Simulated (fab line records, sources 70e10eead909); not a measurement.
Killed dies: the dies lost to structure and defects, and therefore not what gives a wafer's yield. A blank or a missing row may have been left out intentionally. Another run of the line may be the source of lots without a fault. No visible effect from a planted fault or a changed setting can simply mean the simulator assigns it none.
fab line records	flow nand-harc
[record] lots = 24	wafers = 72	last-day = 33
route steps=1302 shown A_CONTACT@1048
lots untouched by any fault: they come from a run of this same line in which no faults occurred
start-h: hours from the record's first day to the start of the lot's first wafer shown	wait-h: hours from the lot's prior step to this one	" same as the row above	L1.1+2: one row covering several wafers at once	- either no value or no given start	* or withheld: withheld	< > ~ a bound
route shown NAME@n: a module of which the file shows steps, and the number in the route of the first	usual: mean/standard deviation of fault-free wafers	same: alike in all rows	chamber/n: place in a boat	sites: each site's reading	_std_site: how widely they spread, as a standard deviation	_edge_site: inner sites' mean taken away from outer sites' mean	radius-mm: how far each site lies from the wafer's centre	mask NAME#n: copy n	behind: tool/chamber where the wafer was last shaped	hold: why the lot went on hold/how many hours it stayed there/how the hold came to an end	device: the n, p or np transistor that did not switch	end of line: tests of these same wafers at the route's end	a step without rows: its recipe alone	killed: at the first sort, the dies lost to defects and structure; wafer yield is something else	map: dies across one wafer; x = killed, . = not, _ = none there
set.NAME: the setting as run; set.NAME@STEP: as run at that earlier step	model.NAME: the simulator's own value behind a step, which no gauge read
one table for each step of the route and one row for each wafer, over a sample of lots
services: a tool's chamber out of use, with start hour (start-h, from the record's first day; less than 0 if before it), hours out, and reason
[[steps]]
[step NHARC_A_CONTACT_ETCH_125]
[recipe] source-w = withheld	pressure-mtorr = 20	bias-v = 3000	time-s = 197	target-depth-a = 19180	ar-flow-sccm = withheld	c4f8-flow-sccm = withheld	o2-flow-sccm = withheld	chemistry = C4F8/O2/Ar
lot.wafer	tool	chamber	start-h	wait-h	rf-hours-counter-h
L074.2	har-cap-etch-03	0	507.84	0.2	44
L074.3	"	0	"	"	-
L074.5	"	0	"	"	-
L077.2	har-cap-etch-03	1	515.41	0.2	46
L077.1	"	0	"	"	46
L077.5	"	0	"	"	-
L075.1	har-cap-etch-02	1	517.05	0.2	85
L075.4	"	1	"	"	-
L075.6	"	1	"	"	-
L076.2	har-cap-etch-01	1	526.05	0.2	1
L076.4	"	1	"	"	-
L076.5	"	0	"	"	-
L078.2	har-cap-etch-01	1	540.46	0.2	3
L078.6	"	1	"	"	-
L078.5	"	0	"	"	-
L079.3	har-cap-etch-01	0	569.78	0.2	-
L079.4	"	1	"	"	-
L079.5	"	1	"	"	-
L081.2	har-cap-etch-03	1	581.33	0.2	55
L081.4	"	1	"	"	-
L081.5	"	0	"	"	-
L080.2	har-cap-etch-03	0	589.45	0.2	57
L080.3	"	0	"	"	-
L080.5	"	1	"	"	-
L084.1	har-cap-etch-01	1	596.97	0.2	12
L084.3	"	0	"	"	-
L084.6	"	1	"	"	-
L083.1	har-cap-etch-02	1	598.89	0.2	98
L083.4	"	1	"	"	-
L083.6	"	1	"	"	-
L085.3	har-cap-etch-01	1	603.98	0.2	-
L085.4	"	0	"	"	-
L085.5	"	1	"	"	-
L082.2	har-cap-etch-02	1	609.02	0.2	100
L082.5	"	0	"	"	-
L082.6	"	1	"	"	-
L088.1	har-cap-etch-02	0	633.40	0.2	104
L088.4	"	1	"	"	-
L088.5	"	0	"	"	-
L087.2	har-cap-etch-01	0	635.35	0.2	20
L087.1	"	1	"	"	20
L087.6	"	1	"	"	-
L086.4	har-cap-etch-02	1	637.87	0.2	-
L086.3	"	0	"	"	-
L086.6	"	0	"	"	-
L089.1	har-cap-etch-02	1	647.65	0.2	109
L089.2	"	0	"	"	109
L089.5	"	1	"	"	-
L090.1	har-cap-etch-03	0	653.95	0.2	72
L090.4	"	0	"	"	-
L090.3	"	1	"	"	-
L093.2	har-cap-etch-03	0	678.72	0.2	76
L093.3	"	1	"	"	-
L093.5	"	1	"	"	-
L092.2	har-cap-etch-02	1	681.72	0.2	114
L092.1	"	0	"	"	114
L092.3	"	1	"	"	-
L091.2	har-cap-etch-03	0	688.07	0.2	78
L091.6	"	1	"	"	-
L091.5	"	0	"	"	-
L094.1	har-cap-etch-03	1	694.28	0.2	80
L094.4	"	1	"	"	-
L094.5	"	1	"	"	-
L095.1	har-cap-etch-02	1	719.64	0.2	119
L095.4	"	0	"	"	-
L095.5	"	0	"	"	-
L096.1	har-cap-etch-03	0	722.23	0.2	84
L096.6	"	0	"	"	-
L096.5	"	1	"	"	-
L097.1	har-cap-etch-02	1	737.25	0.2	123
L097.3	"	1	"	"	-
L097.4	"	0	"	"	-
[step NHARC_A_CONTACT_ETCH_126]
[recipe] source-w = withheld	pressure-mtorr = 20	bias-v = 3000	time-s = 197	target-depth-a = 19180	ar-flow-sccm = withheld	c4f8-flow-sccm = withheld	o2-flow-sccm = withheld	chemistry = C4F8/O2/Ar
lot.wafer	tool	chamber	start-h	wait-h	rf-hours-counter-h
L074.2	har-cap-etch-03	0	508.02	0.1	45
L074.3	"	0	"	"	-
L074.5	"	0	"	"	-
L077.2	har-cap-etch-03	1	515.58	0.1	46
L077.1	"	0	"	"	46
L077.5	"	0	"	"	-
L075.1	har-cap-etch-02	1	517.22	0.1	85
L075.4	"	1	"	"	-
L075.6	"	1	"	"	-
L076.2	har-cap-etch-01	1	526.22	0.1	2
L076.4	"	1	"	"	-
L076.5	"	0	"	"	-
L078.2	har-cap-etch-01	1	540.63	0.1	3
L078.6	"	1	"	"	-
L078.5	"	0	"	"	-
L079.3	har-cap-etch-01	0	569.96	0.1	-
L079.4	"	1	"	"	-
L079.5	"	1	"	"	-
L081.2	har-cap-etch-03	1	581.51	0.1	55
L081.4	"	1	"	"	-
L081.5	"	0	"	"	-
L080.2	har-cap-etch-03	0	589.63	0.1	57
L080.3	"	0	"	"	-
L080.5	"	1	"	"	-
L084.1	har-cap-etch-01	1	597.21	0.2	12
L084.3	"	0	"	"	-
L084.6	"	1	"	"	-
L083.1	har-cap-etch-02	1	599.06	0.1	99
L083.4	"	1	"	"	-
L083.6	"	1	"	"	-
L085.3	har-cap-etch-01	1	604.16	0.1	-
L085.4	"	0	"	"	-
L085.5	"	1	"	"	-
L082.2	har-cap-etch-02	1	609.26	0.2	100
L082.5	"	0	"	"	-
L082.6	"	1	"	"	-
L088.1	har-cap-etch-02	0	633.58	0.1	104
L088.4	"	1	"	"	-
L088.5	"	0	"	"	-
L087.2	har-cap-etch-01	0	635.53	0.1	20
L087.1	"	1	"	"	20
L087.6	"	1	"	"	-
L086.4	har-cap-etch-02	1	638.04	0.1	-
L086.3	"	0	"	"	-
L086.6	"	0	"	"	-
L089.1	har-cap-etch-02	1	647.82	0.1	109
L089.2	"	0	"	"	109
L089.5	"	1	"	"	-
L090.1	har-cap-etch-03	0	654.12	0.1	72
L090.4	"	0	"	"	-
L090.3	"	1	"	"	-
L093.2	har-cap-etch-03	0	678.89	0.1	76
L093.3	"	1	"	"	-
L093.5	"	1	"	"	-
L092.2	har-cap-etch-02	1	681.90	0.1	115
L092.1	"	0	"	"	115
L092.3	"	1	"	"	-
L091.2	har-cap-etch-03	0	688.25	0.1	78
L091.6	"	1	"	"	-
L091.5	"	0	"	"	-
L094.1	har-cap-etch-03	1	694.46	0.1	80
L094.4	"	1	"	"	-
L094.5	"	1	"	"	-
L095.1	har-cap-etch-02	1	719.82	0.1	119
L095.4	"	0	"	"	-
L095.5	"	0	"	"	-
L096.1	har-cap-etch-03	0	722.40	0.1	84
L096.6	"	0	"	"	-
L096.5	"	1	"	"	-
L097.1	har-cap-etch-02	1	737.43	0.1	123
L097.3	"	1	"	"	-
L097.4	"	0	"	"	-
[step NHARC_A_CONTACT_ETCH_128]
[recipe] source-w = withheld	pressure-mtorr = 20	bias-v = 3000	time-s = 197	target-depth-a = 19180	ar-flow-sccm = withheld	c4f8-flow-sccm = withheld	o2-flow-sccm = withheld	chemistry = C4F8/O2/Ar
lot.wafer	tool	chamber	start-h	wait-h	rf-hours-counter-h
L074.2	har-cap-etch-03	0	508.38	0.1	45
L074.3	"	0	"	"	-
L074.5	"	0	"	"	-
L077.2	har-cap-etch-03	1	515.94	0.1	47
L077.1	"	0	"	"	47
L077.5	"	0	"	"	-
L075.1	har-cap-etch-02	1	517.58	0.1	85
L075.4	"	1	"	"	-
L075.6	"	1	"	"	-
L076.2	har-cap-etch-01	1	526.57	0.1	2
L076.4	"	1	"	"	-
L076.5	"	0	"	"	-
L078.2	har-cap-etch-01	1	540.99	0.1	4
L078.6	"	1	"	"	-
L078.5	"	0	"	"	-
L079.3	har-cap-etch-01	0	570.31	0.1	-
L079.4	"	1	"	"	-
L079.5	"	1	"	"	-
L081.2	har-cap-etch-03	1	581.86	0.1	56
L081.4	"	1	"	"	-
L081.5	"	0	"	"	-
L080.2	har-cap-etch-03	0	589.99	0.1	58
L080.3	"	0	"	"	-
L080.5	"	1	"	"	-
L084.1	har-cap-etch-01	1	597.68	0.2	12
L084.3	"	0	"	"	-
L084.6	"	1	"	"	-
L083.1	har-cap-etch-02	1	599.41	0.1	99
L083.4	"	1	"	"	-
L083.6	"	1	"	"	-
L085.3	har-cap-etch-01	1	604.51	0.1	-
L085.4	"	0	"	"	-
L085.5	"	1	"	"	-
L082.2	har-cap-etch-02	1	609.73	0.2	101
L082.5	"	0	"	"	-
L082.6	"	1	"	"	-
L088.1	har-cap-etch-02	0	633.93	0.1	105
L088.4	"	1	"	"	-
L088.5	"	0	"	"	-
L087.2	har-cap-etch-01	0	635.88	0.1	21
L087.1	"	1	"	"	21
L087.6	"	1	"	"	-
L086.4	har-cap-etch-02	1	638.40	0.1	-
L086.3	"	0	"	"	-
L086.6	"	0	"	"	-
L089.1	har-cap-etch-02	1	648.18	0.1	110
L089.2	"	0	"	"	110
L089.5	"	1	"	"	-
L090.1	har-cap-etch-03	0	654.48	0.2	72
L090.4	"	0	"	"	-
L090.3	"	1	"	"	-
L093.2	har-cap-etch-03	0	679.24	0.1	77
L093.3	"	1	"	"	-
L093.5	"	1	"	"	-
L092.2	har-cap-etch-02	1	682.25	0.1	115
L092.1	"	0	"	"	115
L092.3	"	1	"	"	-
L091.2	har-cap-etch-03	0	688.60	0.1	78
L091.6	"	1	"	"	-
L091.5	"	0	"	"	-
L094.1	har-cap-etch-03	1	694.82	0.1	80
L094.4	"	1	"	"	-
L094.5	"	1	"	"	-
L095.1	har-cap-etch-02	1	720.17	0.1	119
L095.4	"	0	"	"	-
L095.5	"	0	"	"	-
L096.1	har-cap-etch-03	0	722.76	0.1	84
L096.6	"	0	"	"	-
L096.5	"	1	"	"	-
L097.1	har-cap-etch-02	1	737.79	0.1	123
L097.3	"	1	"	"	-
L097.4	"	0	"	"	-
[step NHARC_A_CONTACT_ETCH_129]
[recipe] source-w = withheld	pressure-mtorr = 20	bias-v = 3000	time-s = 197	target-depth-a = 19180	ar-flow-sccm = withheld	c4f8-flow-sccm = withheld	o2-flow-sccm = withheld	chemistry = C4F8/O2/Ar
lot.wafer	tool	chamber	start-h	wait-h	rf-hours-counter-h
L074.2	har-cap-etch-03	0	508.55	0.1	45
L074.3	"	0	"	"	-
L074.5	"	0	"	"	-
L077.2	har-cap-etch-03	1	516.12	0.1	47
L077.1	"	0	"	"	47
L077.5	"	0	"	"	-
L075.1	har-cap-etch-02	1	517.75	0.1	85
L075.4	"	1	"	"	-
L075.6	"	1	"	"	-
L076.2	har-cap-etch-01	1	526.75	0.1	2
L076.4	"	1	"	"	-
L076.5	"	0	"	"	-
L078.2	har-cap-etch-01	1	541.17	0.1	4
L078.6	"	1	"	"	-
L078.5	"	0	"	"	-
L079.3	har-cap-etch-01	0	570.49	0.1	-
L079.4	"	1	"	"	-
L079.5	"	1	"	"	-
L081.2	har-cap-etch-03	1	582.03	0.1	56
L081.4	"	1	"	"	-
L081.5	"	0	"	"	-
L080.2	har-cap-etch-03	0	590.16	0.1	58
L080.3	"	0	"	"	-
L080.5	"	1	"	"	-
L084.1	har-cap-etch-01	1	597.85	0.1	12
L084.3	"	0	"	"	-
L084.6	"	1	"	"	-
L083.1	har-cap-etch-02	1	599.59	0.1	99
L083.4	"	1	"	"	-
L083.6	"	1	"	"	-
L085.3	har-cap-etch-01	1	604.69	0.1	-
L085.4	"	0	"	"	-
L085.5	"	1	"	"	-
L082.2	har-cap-etch-02	1	609.95	0.2	101
L082.5	"	0	"	"	-
L082.6	"	1	"	"	-
L088.1	har-cap-etch-02	0	634.11	0.1	105
L088.4	"	1	"	"	-
L088.5	"	0	"	"	-
L087.2	har-cap-etch-01	0	636.06	0.1	21
L087.1	"	1	"	"	21
L087.6	"	1	"	"	-
L086.4	har-cap-etch-02	1	638.58	0.1	-
L086.3	"	0	"	"	-
L086.6	"	0	"	"	-
L089.1	har-cap-etch-02	1	648.35	0.1	110
L089.2	"	0	"	"	110
L089.5	"	1	"	"	-
L090.1	har-cap-etch-03	0	654.66	0.1	73
L090.4	"	0	"	"	-
L090.3	"	1	"	"	-
L093.2	har-cap-etch-03	0	679.42	0.1	77
L093.3	"	1	"	"	-
L093.5	"	1	"	"	-
L092.2	har-cap-etch-02	1	682.43	0.1	115
L092.1	"	0	"	"	115
L092.3	"	1	"	"	-
L091.2	har-cap-etch-03	0	688.78	0.1	78
L091.6	"	1	"	"	-
L091.5	"	0	"	"	-
L094.1	har-cap-etch-03	1	694.99	0.1	80
L094.4	"	1	"	"	-
L094.5	"	1	"	"	-
L095.1	har-cap-etch-02	1	720.35	0.1	120
L095.4	"	0	"	"	-
L095.5	"	0	"	"	-
L096.1	har-cap-etch-03	0	722.94	0.1	84
L096.6	"	0	"	"	-
L096.5	"	1	"	"	-
L097.1	har-cap-etch-02	1	737.96	0.1	124
L097.3	"	1	"	"	-
L097.4	"	0	"	"	-
[step NHARC_A_CONTACT_ETCH_131]
[recipe] source-w = withheld	pressure-mtorr = 20	bias-v = 3000	time-s = 197	target-depth-a = 19180	ar-flow-sccm = withheld	c4f8-flow-sccm = withheld	o2-flow-sccm = withheld	chemistry = C4F8/O2/Ar
lot.wafer	tool	chamber	start-h	wait-h	rf-hours-counter-h
L074.2	har-cap-etch-03	0	508.91	0.1	45
L074.3	"	0	"	"	-
L074.5	"	0	"	"	-
L077.2	har-cap-etch-03	1	516.47	0.1	47
L077.1	"	0	"	"	47
L077.5	"	0	"	"	-
L075.1	har-cap-etch-02	1	518.11	0.1	86
L075.4	"	1	"	"	-
L075.6	"	1	"	"	-
L076.2	har-cap-etch-01	1	527.10	0.1	2
L076.4	"	1	"	"	-
L076.5	"	0	"	"	-
L078.2	har-cap-etch-01	1	541.52	0.1	4
L078.6	"	1	"	"	-
L078.5	"	0	"	"	-
L079.3	har-cap-etch-01	0	570.84	0.1	-
L079.4	"	1	"	"	-
L079.5	"	1	"	"	-
L081.2	har-cap-etch-03	1	582.39	0.1	56
L081.4	"	1	"	"	-
L081.5	"	0	"	"	-
L080.2	har-cap-etch-03	0	590.52	0.1	58
L080.3	"	0	"	"	-
L080.5	"	1	"	"	-
L084.1	har-cap-etch-01	1	598.21	0.1	13
L084.3	"	0	"	"	-
L084.6	"	1	"	"	-
L083.1	har-cap-etch-02	1	599.94	0.1	99
L083.4	"	1	"	"	-
L083.6	"	1	"	"	-
L085.3	har-cap-etch-01	1	605.04	0.1	-
L085.4	"	0	"	"	-
L085.5	"	1	"	"	-
L082.2	har-cap-etch-02	1	610.30	0.1	101
L082.5	"	0	"	"	-
L082.6	"	1	"	"	-
L088.1	har-cap-etch-02	0	634.46	0.1	105
L088.4	"	1	"	"	-
L088.5	"	0	"	"	-
L087.2	har-cap-etch-01	0	636.41	0.1	21
L087.1	"	1	"	"	21
L087.6	"	1	"	"	-
L086.4	har-cap-etch-02	1	638.93	0.1	-
L086.3	"	0	"	"	-
L086.6	"	0	"	"	-
L089.1	har-cap-etch-02	1	648.71	0.1	110
L089.2	"	0	"	"	110
L089.5	"	1	"	"	-
L090.1	har-cap-etch-03	0	655.01	0.1	73
L090.4	"	0	"	"	-
L090.3	"	1	"	"	-
L093.2	har-cap-etch-03	0	679.77	0.1	77
L093.3	"	1	"	"	-
L093.5	"	1	"	"	-
L092.2	har-cap-etch-02	1	682.79	0.1	115
L092.1	"	0	"	"	115
L092.3	"	1	"	"	-
L091.2	har-cap-etch-03	0	689.13	0.1	79
L091.6	"	1	"	"	-
L091.5	"	0	"	"	-
L094.1	har-cap-etch-03	1	695.35	0.1	81
L094.4	"	1	"	"	-
L094.5	"	1	"	"	-
L095.1	har-cap-etch-02	1	720.70	0.1	120
L095.4	"	0	"	"	-
L095.5	"	0	"	"	-
L096.1	har-cap-etch-03	0	723.29	0.1	85
L096.6	"	0	"	"	-
L096.5	"	1	"	"	-
L097.1	har-cap-etch-02	1	738.31	0.1	124
L097.3	"	1	"	"	-
L097.4	"	0	"	"	-
[step NHARC_A_CONTACT_ETCH_97]
[recipe] target-depth-a = 200	over-etch-frac = 0.5	time-s = 10	ion-energy-ev = 250	c4f6-flow-sccm = 25	o2-flow-sccm = 20	ar-flow-sccm = 500	rf-w = 600	bias-w = 500	chemistry = C4F6/O2
[usual] drypump-motor-current-A = 5.5/0.34	oes-product-au = 0.961/0.024	rf-vpp-V = 548.6/2.3	showerhead-plenum-p-Torr = 4.01/0.11	throttle-valve-pct = 26.904/0.011
lot.wafer	tool	chamber	start-h	wait-h	drypump-motor-current-A	oes-product-au	rf-hours-counter-h	rf-vpp-V	showerhead-plenum-p-Torr	throttle-valve-pct
L074.2	rie-diel-04	3	-	-	5.3	0.977	23	549.3	3.99	26.897
L074.3	"	1	"	"	5.4	0.981	25	546.9	3.92	26.899
L074.5	"	3	"	"	5.3	0.977	-	548.8	3.99	26.899
L077.2	rie-diel-04	0	-	-	5.4	0.971	26	549.3	4.07	26.911
L077.1	"	1	"	"	5.4	0.963	28	547.4	3.91	26.904
L077.5	"	0	"	"	5.4	0.964	-	550.0	4.07	26.890
L075.1	rie-diel-04	3	-	-	5.3	0.969	26	550.2	3.99	26.913
L075.4	"	1	"	"	5.4	0.943	28	546.5	3.91	26.911
L075.6	"	0	"	"	5.5	0.960	-	551.3	4.07	26.909
L076.4	rie-diel-04	0	-	-	5.4	0.966	28	549.9	4.07	26.900
L076.2	"	1	"	"	5.4	0.945	30	546.5	3.91	26.909
L076.5	"	3	"	"	5.3	0.965	-	550.6	3.99	26.890
L078.2	rie-diel-04	3	-	-	5.3	1.006	0	549.2	3.99	26.896
L078.6	"	0	"	"	5.4	1.008	-	550.0	4.07	26.921
L078.5	"	1	"	"	5.4	1.005	-	546.7	3.91	26.912
L079.3	rie-diel-11	0	-	-	6.2	0.940	38	550.9	4.12	26.895
L079.4	"	1	"	"	6.1	0.929	42	552.4	4.20	26.896
L079.5	"	0	"	"	6.3	0.939	-	549.9	4.12	26.905
L081.4	rie-diel-11	3	-	-	5.8	0.950	44	544.3	3.81	26.914
L081.2	"	1	"	"	6.2	0.926	46	552.9	4.20	26.913
L081.5	"	3	"	"	5.9	0.951	-	545.3	3.81	26.887
L080.2	rie-diel-11	2	-	-	5.5	0.962	44	551.4	4.16	26.899
L080.3	"	1	"	"	6.1	0.938	49	551.9	4.20	26.912
L080.5	"	3	"	"	5.8	0.971	-	544.7	3.81	26.901
L084.3	rie-diel-04	1	-	-	5.4	0.939	7	547.7	3.91	26.910
L084.1	"	2	"	"	5.2	0.956	9	548.2	4.05	26.902
L084.6	"	3	"	"	5.3	0.949	-	548.5	3.98	26.894
L083.1	rie-diel-11	1	-	-	6.1	0.954	51	552.3	4.20	26.914
L083.4	"	2	"	"	5.5	0.950	46	551.9	4.16	26.889
L083.6	"	0	"	"	6.2	0.934	-	551.7	4.12	26.909
L085.3	rie-diel-06	3	-	-	6.0	0.947	43	545.7	3.85	26.910
L085.4	"	2	"	"	5.0	0.930	44	546.0	3.88	26.923
L085.5	"	0	"	"	6.1	0.945	-	546.4	3.93	26.903
L082.2	rie-diel-04	2	-	-	5.2	0.954	13	549.8	4.05	26.896
L082.5	"	3	"	"	5.3	0.935	-	547.5	3.98	26.889
L082.6	"	0	"	"	5.4	0.940	-	548.7	4.06	26.900
L088.1	rie-diel-11	1	-	-	6.1	1.000	4	551.7	4.19	26.899
L088.4	"	2	"	"	5.5	1.004	5	549.2	4.15	26.906
L088.5	"	2	"	"	5.5	1.003	-	552.1	4.15	26.887
L087.2	rie-diel-04	2	-	-	5.2	0.934	20	549.2	4.05	26.913
L087.1	"	0	"	"	5.5	0.948	18	549.0	4.06	26.885
L087.6	"	2	"	"	5.2	0.951	-	548.0	4.05	26.898
L086.4	rie-diel-04	0	-	-	5.4	0.952	18	551.4	4.06	26.908
L086.3	"	1	"	"	5.4	0.939	18	546.3	3.90	26.904
L086.6	"	3	"	"	5.3	0.938	-	547.6	3.98	26.899
L089.1	rie-diel-04	3	-	-	5.3	1.013	23	547.7	3.98	26.913
L089.2	"	0	"	"	5.5	1.005	20	550.1	4.06	26.902
L089.5	"	1	"	"	5.4	1.003	-	545.6	3.90	26.895
L090.3	rie-diel-04	1	-	-	5.4	0.963	22	545.4	3.90	26.924
L090.1	"	2	"	"	5.2	0.967	24	549.2	4.04	26.901
L090.4	"	3	"	"	5.3	0.957	24	548.5	3.98	26.920
L093.2	rie-diel-04	0	-	-	5.4	0.941	27	548.3	4.05	26.904
L093.3	"	2	"	"	5.2	0.953	29	549.9	4.04	26.906
L093.5	"	0	"	"	5.5	0.953	-	549.5	4.05	26.914
L092.2	rie-diel-11	3	-	-	5.9	0.984	28	544.5	3.79	26.907
L092.1	"	0	"	"	6.3	0.946	24	549.6	4.10	26.915
L092.3	"	1	"	"	6.1	0.948	22	552.4	4.18	26.894
L091.2	rie-diel-04	2	-	-	5.2	0.940	31	550.3	4.04	26.892
L091.5	"	0	"	"	5.4	0.948	-	551.5	4.05	26.893
L091.6	"	1	"	"	5.4	0.932	-	546.4	3.89	26.920
L094.1	rie-diel-04	3	-	-	5.3	0.943	33	547.0	3.97	26.914
L094.4	"	0	"	"	5.4	0.955	29	550.1	4.05	26.893
L094.5	"	0	"	"	5.5	0.959	-	550.2	4.05	26.893
L095.4	rie-diel-11	3	-	-	5.9	0.953	38	544.7	3.79	26.902
L095.1	"	0	"	"	6.3	0.951	32	551.0	4.09	26.904
L095.5	"	0	"	"	6.3	0.953	-	552.3	4.09	26.919
L096.1	rie-diel-04	2	-	-	5.2	0.991	1	550.3	4.04	26.912
L096.6	"	0	"	"	5.4	0.994	-	549.2	4.05	26.904
L096.5	"	1	"	"	5.4	1.010	-	547.4	3.89	26.897
L097.1	rie-diel-04	3	-	-	5.3	0.972	4	547.6	3.97	26.897
L097.3	"	0	"	"	5.4	0.962	5	549.9	4.05	26.908
L097.4	"	1	"	"	5.4	0.953	4	546.3	3.89	26.894
[[services]]
tool	chamber	start-h	hours	kind
rie-diel-06	-	484.33	9.0	pm
rie-diel-04	0	486.40	-	clean
rie-diel-04	1	486.40	-	clean
rie-diel-04	2	486.40	-	clean
har-cap-etch-01	-	500.26	17.0	pm
har-cap-etch-01	0	500.26	17.0	vent-cycle
har-cap-etch-01	1	500.26	17.0	vent-cycle
har-cap-etch-01	0	517.26	-	clean
har-cap-etch-01	0	517.26	-	consumable-replace:focus-ring
har-cap-etch-01	1	517.26	-	clean
rie-diel-11	-	521.51	1.2	repair
rie-diel-04	-	531.90	9.0	pm
rie-diel-04	2	545.41	3.6	repair
rie-diel-06	1	570.09	5.1	repair
rie-diel-06	-	574.03	0.3	repair
har-cap-etch-01	-	593.61	0.2	repair
rie-diel-06	0	599.61	6.3	repair
rie-diel-06	1	602.26	2.7	repair
rie-diel-11	-	610.04	9.0	pm
har-cap-etch-02	-	616.73	1.2	repair
rie-diel-06	1	640.38	96.4	repair
rie-diel-06	-	661.33	9.0	pm
rie-diel-04	0	681.85	8.3	repair
rie-diel-04	-	708.90	9.0	pm
[[key]]
fault none
